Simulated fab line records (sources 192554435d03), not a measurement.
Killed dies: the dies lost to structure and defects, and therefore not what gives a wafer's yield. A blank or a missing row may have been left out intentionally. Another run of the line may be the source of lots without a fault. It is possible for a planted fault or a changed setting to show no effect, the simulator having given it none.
fab line records	flow n5-finfet
record: lots: 10	wafers: 27	last-day: 18
route steps=1938 shown BEOL_M2@887 BEOL_M4@1111 PASSIVATION@1936
lots that met no fault: from a run of the same line without faults
start-h: hours from the record's first day to the start of the lot's first wafer shown	wait-h: hours since the lot's step before	" identical to the entry in the row above	L1.1+2: one row covering several wafers at once	- value missing, or start not given	* or withheld: withheld	< > ~ a bound
route shown NAME@n: names a module that has steps shown in the file, with the first one's number in the route	usual: mean/standard deviation of fault-free wafers	same: alike in all rows	chamber/n: place in a boat	sites: the reading at each site	_std_site: the standard deviation of these	_edge_site: the outer-site mean with the inner-site mean subtracted	radius-mm: for every site, how far away it sits from the centre of the wafer	mask NAME#n: copy n	behind: the most recent tool/chamber to have shaped the wafer	hold: cause of the lot's hold/its duration in hours/its outcome	device: which transistor (n, p or np) failed to switch	end of line: the same wafers' tests at the end of the route	a step given without rows: its recipe and nothing more	killed: dies that structure and defects cost at the first sort, which is not the same as the wafer's yield	map: shows each die of a wafer: x if killed, . if not, _ if none is there
set.NAME: the setting that was run; set.NAME@STEP: the one run at that earlier step	model.NAME: the simulator's own value behind a step, which no gauge read
a sample of lots followed through the steps of the route, with each step as a table and each wafer as a row
services: from which hour (start-h, from the record's first day; less than 0 if before it) a tool's chamber was out of use, for how many hours, and why
== steps ==
step: N5_BEOL_M2_VIA_ETCH_34
recipe: chemistry: C4F6/O2	target-depth-a: 694	mask-material: SOC	pressure-mtorr: 15	ion-energy-ev: 250	taper-deg: 4	time-s: 65.9	source-w: 350	bias-w: 170	Ar_flow_sccm: 300	C4F6_flow_sccm: 10	O2_flow_sccm: 10
usual: chamber-pressure-mTorr: 14.998/0.015	drypump-motor-current-A: 5.8/0.55	oes-product-au: 0.78/0.06	rf-vpp-V: 663/12	showerhead-plenum-p-Torr: 2.82/0.076	throttle-valve-pct: 30.76/0.26
lot.wafer	tool	chamber	start-h	wait-h	chamber-pressure-mTorr	drypump-motor-current-A	oes-product-au	rf-hours-counter-h	rf-vpp-V	showerhead-plenum-p-Torr	throttle-valve-pct
L692.1	rie-diel-02	0	148.09	0.0	14.989	5.6	0.72	228	656	2.92	30.93
L692.4	"	1	"	"	15.001	6.6	0.74	154	673	2.84	31.05
L692.5	"	0	"	"	15.016	5.6	0.72	-	656	2.92	30.91
L695.2	rie-diel-04	0	182.95	0.0	14.989	6.8	0.72	202	673	2.70	30.97
L695.3	"	3	"	"	14.981	5.3	0.76	168	669	2.74	30.95
L695.6	"	1	"	"	14.998	6.1	0.71	-	673	2.80	30.99
L702.3	rie-diel-02	3	213.19	0.0	15.008	5.0	0.71	192	647	2.82	31.13
L702.4	"	1	"	"	15.004	6.6	0.71	-	672	2.83	31.06
L702.5	"	2	"	"	14.996	5.8	0.75	-	672	2.94	30.74
L706.2	rie-diel-04	3	242.29	0.0	15.004	5.3	0.74	189	668	2.73	30.96
L706.3	"	2	"	"	14.992	6.1	0.83	69	649	2.74	30.25
L706.4	"	0	"	"	14.984	6.8	0.69	222	672	2.70	31.00
L707.1	rie-diel-02	0	245.67	0.0	14.993	5.6	0.91	8	656	2.90	30.67
L707.2	"	1	"	"	14.987	6.6	0.71	189	674	2.83	31.09
L708.1	rie-diel-01	3	246.57	0.0	15.006	6.3	0.80	82	655	2.87	30.43
L708.2	"	1	"	"	14.994	5.4	0.80	91	665	2.90	30.71
L709.1	rie-diel-02	2	255.26	0.0	15.004	5.8	0.73	204	673	2.93	30.77
L709.5	"	1	"	"	14.991	6.6	0.71	-	673	2.82	31.09
L710.1	rie-diel-04	0	259.42	0.0	14.997	6.8	0.69	228	671	2.69	30.97
L710.4	"	1	"	"	14.980	6.0	0.70	246	669	2.79	31.03
L710.5	"	2	"	"	15.030	6.2	0.83	-	649	2.74	30.24
L712.1	rie-diel-04	0	272.58	0.0	14.992	6.8	0.69	232	672	2.69	30.99
L712.3	"	3	"	"	15.000	5.3	0.73	199	669	2.72	30.97
L712.4	"	0	"	"	14.993	6.8	0.69	-	671	2.69	30.98
L713.3	rie-diel-01	2	278.18	0.0	15.019	5.1	0.76	124	684	2.74	30.65
L713.5	"	3	"	"	15.010	6.3	0.77	-	655	2.87	30.44
L713.6	"	2	"	"	15.001	5.1	0.77	-	683	2.74	30.65
step: N5_BEOL_M2_PRE_CLEAN_45
recipe: gas: H2/He	time-s: 30	temp-c: 250
usual: heater-power-w: 334/32
lot.wafer	tool	chamber	start-h	wait-h	heater-power-w
L692.1	pvd-sputter-03	-	148.86	0.0	348
L692.4	"	-	"	"	341
L692.5	"	-	"	"	340
L695.2	pvd-sputter-03	-	183.92	0.0	358
L695.3	"	-	"	"	345
L695.6	"	-	"	"	353
L702.3	pvd-sputter-03	-	213.85	0.0	275
L702.4	"	-	"	"	348
L702.5	"	-	"	"	353
L706.2	pvd-sputter-03	-	243.37	0.0	335
L706.3	"	-	"	"	356
L706.4	"	-	"	"	340
L707.1	pvd-sputter-01	-	246.40	0.0	317
L707.2	"	-	"	"	311
L708.1	pvd-sputter-03	-	249.01	0.0	276
L708.2	"	-	"	"	350
L709.1	pvd-sputter-01	-	255.92	0.0	321
L709.5	"	-	"	"	323
L710.1	pvd-sputter-03	-	259.93	0.0	343
L710.4	"	-	"	"	345
L710.5	"	-	"	"	346
L712.1	pvd-sputter-01	-	273.62	0.0	355
L712.3	"	-	"	"	317
L712.4	"	-	"	"	318
L713.3	pvd-sputter-03	-	279.08	0.0	350
L713.5	"	-	"	"	350
L713.6	"	-	"	"	355
step: N5_BEOL_M2_ALD_84
recipe: material: TaN	target-thk-a: *	temp-c: 275	ald-precursor-family: PDMAT	ald-co-reactant: NH3	pressure-torr: 3	carrier-flow-sccm: 1500	pulse-time-s: 2	purge-time-s: 3	co-reactant-purge-time-s: 2	co-reactant-pulse-time-s: 3	ald-cycles: 30	precursor-vessel-temp-c: 75	precursor-vessel-pressure-torr: 26.25	precursor-vessel-carrier-sccm: 1000
usual: ald-cycles: 30/0	heater-power-w: 389/39
same: purge-time-s: 3
lot.wafer	tool	chamber	start-h	wait-h	ald-cycles	heater-power-w
L692.1	ald-metal-02	3	148.92	0.0	30	433
L692.4	"	0	"	"	30	431
L692.5	"	1	"	"	30	411
L695.2	ald-metal-03	1	184.04	0.1	30	396
L695.3	"	0	"	"	30	378
L695.6	"	1	"	"	30	399
L702.3	ald-metal-02	3	213.92	0.1	30	428
L702.4	"	2	"	"	30	362
L702.5	"	0	"	"	30	421
L706.2	ald-metal-03	3	243.43	0.0	30	393
L706.3	"	0	"	"	30	358
L706.4	"	2	"	"	30	319
L707.1	ald-metal-02	3	246.51	0.1	30	421
L707.2	"	2	"	"	24	369
L708.1	ald-metal-02	2	249.13	0.1	30	364
L708.2	"	0	"	"	24	425
L709.1	ald-metal-02	2	256.09	0.1	30	368
L709.5	"	1	"	"	24	410
L710.1	ald-metal-01	0	259.99	0.0	30	439
L710.4	"	1	"	"	30	396
L710.5	"	0	"	"	30	449
L712.1	ald-metal-03	2	273.68	0.0	30	323
L712.3	"	0	"	"	30	361
L712.4	"	3	"	"	30	393
L713.3	ald-metal-03	3	279.21	0.1	30	399
L713.5	"	1	"	"	30	388
L713.6	"	0	"	"	30	371
step: N5_BEOL_M2_SURFACE_TREAT_85
recipe: gas: Ar	time-s: *	ion-energy-ev: *	ion-current-ma-cm2: 0.5	pressure-mtorr: *	ar-flow-sccm: 30
usual: throttle-valve-pct: *
lot.wafer	tool	chamber	start-h	wait-h	throttle-valve-pct
L692.1	pvd-sputter-02	-	149.14	0.1	*
L692.4	"	-	"	"	*
L692.5	"	-	"	"	*
L695.2	pvd-sputter-02	-	185.15	1.0	*
L695.3	"	-	"	"	*
L695.6	"	-	"	"	*
L702.3	pvd-sputter-03	-	214.16	0.1	*
L702.4	"	-	"	"	*
L702.5	"	-	"	"	*
L706.2	pvd-sputter-03	-	243.67	0.1	*
L706.3	"	-	"	"	*
L706.4	"	-	"	"	*
L707.1	pvd-sputter-03	-	246.74	0.1	*
L707.2	"	-	"	"	*
L708.1	pvd-sputter-02	-	249.51	0.3	*
L708.2	"	-	"	"	*
L709.1	pvd-sputter-01	-	256.44	0.3	*
L709.5	"	-	"	"	*
L710.1	pvd-sputter-03	-	260.33	0.2	*
L710.4	"	-	"	"	*
L710.5	"	-	"	"	*
L712.1	pvd-sputter-01	-	274.06	0.3	*
L712.3	"	-	"	"	*
L712.4	"	-	"	"	*
L713.3	pvd-sputter-01	-	279.51	0.2	*
L713.5	"	-	"	"	*
L713.6	"	-	"	"	*
step: N5_BEOL_M4_RC_MEAS_101
usual: CHAIN_V1: 229/9.6	DIBL_N: 36.4/1.7	DIBL_P: 36.4/2.1	IOFF_N: 0.16/0.035	IOFF_P: 0.21/0.035	ION_N: 680/11	ION_P: 465/6.8	SS_N: 71.5/0.58	SS_P: 73.2/0.72	VT_N: 249/3.6	VT_P: -250/3.1
lot.wafer	tool	chamber	start-h	wait-h	CHAIN_V1[ohm/link]	DIBL_N[mV/V]	DIBL_P[mV/V]	IOFF_N[nA/um]	IOFF_P[nA/um]	ION_N[uA/um]	ION_P[uA/um]	SS_N[mV/dec]	SS_P[mV/dec]	VT_N[mV]	VT_P[mV]
L692.1	prober-01	0	181.62	0.0	234	36.0	37.7	0.17	0.24	685	469	71.2	73.6	248	-250
L692.4	"	0	"	"	230	35.2	36.5	0.16	0.22	686	471	71.3	73.5	249	-250
L692.5	"	0	"	"	253	37.9	39.5	0.22	0.28	693	476	72.1	74.4	247	-246
L695.2	prober-02	0	209.50	0.2	238	37.9	39.1	0.19	0.23	686	461	72.5	74.7	247	-251
L695.3	"	0	"	"	246	35.0	34.9	0.13	0.17	666	458	70.4	73.3	255	-254
L695.6	"	0	"	"	232	37.2	37.8	0.16	0.21	669	459	71.7	73.2	251	-252
L702.3	prober-01	0	247.19	0.3	202	35.3	34.5	0.14	0.18	679	463	71.1	72.3	250	-252
L702.4	"	0	"	"	219	35.7	34.5	0.15	0.20	679	461	71.2	72.8	248	-249
L702.5	"	0	"	"	227	36.4	34.9	0.16	0.20	678	459	71.6	73.1	247	-252
L706.2	prober-01	0	268.61	0.2	206	34.6	35.4	0.13	0.18	671	468	69.9	72.8	252	-253
L706.3	"	0	"	"	225	35.9	36.7	0.16	0.20	684	471	71.1	73.8	251	-252
L706.4	"	0	"	"	224	36.6	36.7	0.17	0.19	684	466	71.0	73.2	253	-252
L707.1	prober-02	0	273.42	0.0	235	37.1	38.1	0.16	0.22	680	461	71.9	73.2	250	-251
L707.2	"	0	"	"	190	36.5	37.3	0.15	0.21	656	452	71.4	72.5	254	-250
L708.1	prober-02	0	278.91	0.0	220	34.0	33.9	0.12	0.15	664	457	71.4	72.0	256	-253
L708.2	"	0	"	"	188	37.2	36.5	0.16	0.19	674	458	71.8	72.7	250	-252
L709.1	prober-01	0	296.75	0.0	220	36.3	34.1	0.15	0.21	680	469	71.4	73.1	249	-249
L709.5	"	0	"	"	196	38.8	36.5	0.21	0.24	686	465	71.3	73.6	247	-248
L710.1	prober-01	0	302.39	0.0	244	36.7	38.0	0.19	0.23	681	460	71.7	73.4	245	-249
L710.4	"	0	"	"	230	35.4	35.9	0.17	0.19	684	460	71.5	73.1	246	-253
L710.5	"	0	"	"	217	35.4	36.5	0.18	0.19	690	466	71.6	73.5	248	-254
L712.1	prober-01	0	306.11	0.5	231	38.1	38.2	0.17	0.26	678	476	71.5	74.7	251	-248
L712.3	"	0	"	"	234	36.0	34.8	0.14	0.20	674	470	71.9	72.7	252	-250
L712.4	"	0	"	"	227	34.3	33.1	0.12	0.18	669	466	70.5	72.2	254	-251
L713.3	prober-01	0	309.77	0.3	219	36.0	36.2	0.16	0.23	678	470	71.7	72.8	248	-249
L713.5	"	0	"	"	222	34.6	33.8	0.12	0.19	665	464	71.1	72.1	252	-251
L713.6	"	0	"	"	235	38.6	39.1	0.21	0.28	692	469	72.3	74.4	247	-247
sites CHAIN_V1 radius-mm=0,75,75,75,75,140,140,140,140
L692.1 233 243 232 234 239 249 234 234 236
L695.2 235 226 236 238 236 246 247 247 246
L702.3 206 213 205 202 213 199 195 192 201
L706.2 195 196 206 198 201 209 214 215 212
L707.1 236 241 242 235 239 233 222 228 229
L708.1 220 226 217 218 231 227 213 220 219
L709.1 218 219 226 223 224 218 220 222 218
L710.1 239 247 246 248 240 244 239 240 249
L712.1 228 234 232 236 235 231 230 231 231
L713.3 208 220 217 222 215 219 215 221 220
step: N5_PASSIVATION_PROBE_49
usual: defect-limited-yield: 91.3/1.4	killed_at_M0_to_M3: 36/11	killed_at_M4_up: 13/5.2	killed-at-contacts: 13/6.5	killed-at-front-end: 37/11	killed-at-other: 3.6/2.9	killed-dies: 103/17	killed-open: 68/12	killed-short: 33/7.3	sort_bin_4_leakage: 0.01/0.039	sort_bin_5_function: 5.2/0.91	sort_bin_6_memory: 3.2/0.67	sort_bin_8_speed: 0.00/0.0099	sort-n-pass: 1077/17	sort-yield-pct: 91.3/1.4
same: gross-dies: 1180	killed-at-back-side: 0
lot.wafer	tool	chamber	start-h	wait-h	defect-limited-yield[%]	killed_at_M0_to_M3	killed_at_M4_up	killed-at-contacts	killed-at-front-end	killed-at-other	killed-dies	killed-open	killed-short	sort_bin_4_leakage[%]	sort_bin_5_function[%]	sort_bin_6_memory[%]	sort_bin_8_speed[%]	sort-n-pass	sort-yield-pct[%]
L707.1	prober-01	-	378.28	0.0	94.8	20	5	4	29	3	61	43	17	0	3.2	1.9	0	1119	94.8
L707.2	prober-01	-	378.33	0.1	89.9	55	12	7	40	5	119	63	31	2.03	5.2	2.7	0	1061	89.9
L708.1	prober-01	-	383.78	0.0	93.1	23	7	19	32	1	82	58	24	0	3.9	2.9	0	1098	93.1
L708.2	prober-01	-	383.83	0.1	88.3	61	7	33	33	4	138	81	32	1.95	6.2	3.1	0	1042	88.3
L709.1	prober-02	-	404.31	0.0	92.0	35	14	17	27	1	94	59	32	0	4.7	3.0	0	1086	92.0
L709.5	prober-02	-	404.51	0.2	88.8	78	11	13	29	1	132	67	32	2.54	5.5	3.1	0	1048	88.8
killed by level:class
L707.1 BEOL_M1:geometric-particle:open=8 FIN_SAQP:geometric-particle:open=6 STI_FIN_REVEAL:geometric-particle:open=5 DUMMY_GATE:geometric-particle:open=5 BEOL_M0_SAQP:geometric-particle:open=4 FIN_SAQP:geometric-particle:short=3 BEOL_M1:geometric-particle:short=3 BEOL_M3:geometric-particle:open=3
L707.2 M2:area-ald=24 BEOL_M0_SAQP:geometric-particle:open=11 STI_FIN_REVEAL:geometric-particle:open=8 MOL_CONTACT_COAG:geometric-particle:open=7 BEOL_M1:geometric-particle:open=7 DUMMY_GATE:geometric-particle:open=6 GATE_CUT:geometric-particle:short=5 BEOL_M0_SAQP:geometric-particle:short=5
L708.1 MOL_CONTACT_COAG:geometric-particle:open=17 STI_FIN_REVEAL:geometric-particle:open=8 BEOL_M0_SAQP:geometric-particle:open=6 DUMMY_GATE:geometric-particle:open=5 BEOL_M0_SAQP:geometric-particle:short=4 BEOL_M1:geometric-particle:open=4 FIN_SAQP:geometric-particle:short=3 FIN_SAQP:geometric-particle:open=3
L708.2 MOL_CONTACT_COAG:geometric-particle:open=26 M2:area-ald=23 BEOL_M1:geometric-particle:open=11 BEOL_M0_SAQP:geometric-particle:open=9 MOL_CONTACT_COAG:geometric-particle:short=7 BEOL_M0_SAQP:geometric-particle:short=7 STI_FIN_REVEAL:geometric-particle:open=6 DUMMY_GATE:geometric-particle:open=5
L709.1 MOL_CONTACT_COAG:geometric-particle:open=15 FIN_SAQP:geometric-particle:short=7 BEOL_M0_SAQP:geometric-particle:open=7 FIN_SAQP:geometric-particle:open=6 BEOL_M0_SAQP:geometric-particle:short=6 BEOL_M1:geometric-particle:open=6 BEOL_M4:geometric-particle:open=6 BEOL_M3:geometric-particle:open=5
L709.5 M2:area-ald=30 BEOL_M2:geometric-particle:open=12 FIN_SAQP:geometric-particle:open=11 MOL_CONTACT_COAG:geometric-particle:open=10 BEOL_M0_SAQP:geometric-particle:short=10 BEOL_M1:geometric-particle:open=7 BEOL_M3:geometric-particle:open=7 BEOL_M0_SAQP:geometric-particle:open=6
== services ==
tool	chamber	start-h	hours	kind
ald-metal-03	-	131.28	14.6	pm
rie-diel-04	0	143.65	8.5	repair
pvd-sputter-03	-	152.34	6.3	repair
ald-metal-02	-	153.04	1.9	repair
pvd-sputter-03	-	160.23	10.0	repair
ald-metal-01	-	178.52	28.1	pm
rie-diel-02	0	211.43	-	clean
rie-diel-02	0	211.43	-	consumable-replace:focus-ring
rie-diel-02	0	211.43	15.1	scheduled-down
rie-diel-02	0	211.43	15.1	vent-cycle
ald-metal-02	-	216.21	2.8	pm
ald-metal-02	-	224.08	0.3	repair
ald-metal-03	3	224.77	1.5	repair
rie-diel-01	-	226.88	11.4	repair
pvd-sputter-02	-	239.55	2.6	repair
rie-diel-02	0	269.78	9.7	repair
ald-metal-03	3	270.75	2.6	repair
rie-diel-01	-	271.78	1.1	repair
rie-diel-04	1	272.31	-	clean
rie-diel-04	1	272.31	-	consumable-replace:focus-ring
rie-diel-04	1	272.31	14.9	scheduled-down
rie-diel-04	1	272.31	14.9	vent-cycle
== key ==
first-sign: step: N5_BEOL_M2_ALD_84	reading: ald-cycles	direction: down	sigmas: 99+	usual: *	struck: *
effect: step: N5_BEOL_M4_RC_MEAS_101	reading: CHAIN_V1	direction: down	sigmas: 4	usual: 229	struck: 191
effect: step: N5_PASSIVATION_PROBE_49	reading: sort_bin_4_leakage	direction: up	sigmas: 26	usual: 0.01	struck: 2.18
met-at N5_BEOL_M2_ALD_84
struck-lots L707,L708,L709
struck-wafers L707.2,L708.2,L709.5
not-acting-at N5_BEOL_M2_VIA_ETCH_34,N5_BEOL_M2_PRE_CLEAN_45,N5_BEOL_M2_SURFACE_TREAT_85
onset-between 213.92 246.51
fault: kind: process-parameter-drift	tool: ald-metal-02	chamber: -	onset-h: 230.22	steps: N5_BEOL_M2_ALD_84	channel: ald-cycles	offset: *	shape: step	end-h: 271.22	scope: struck-wafers-only	acts-in: *	stated: *
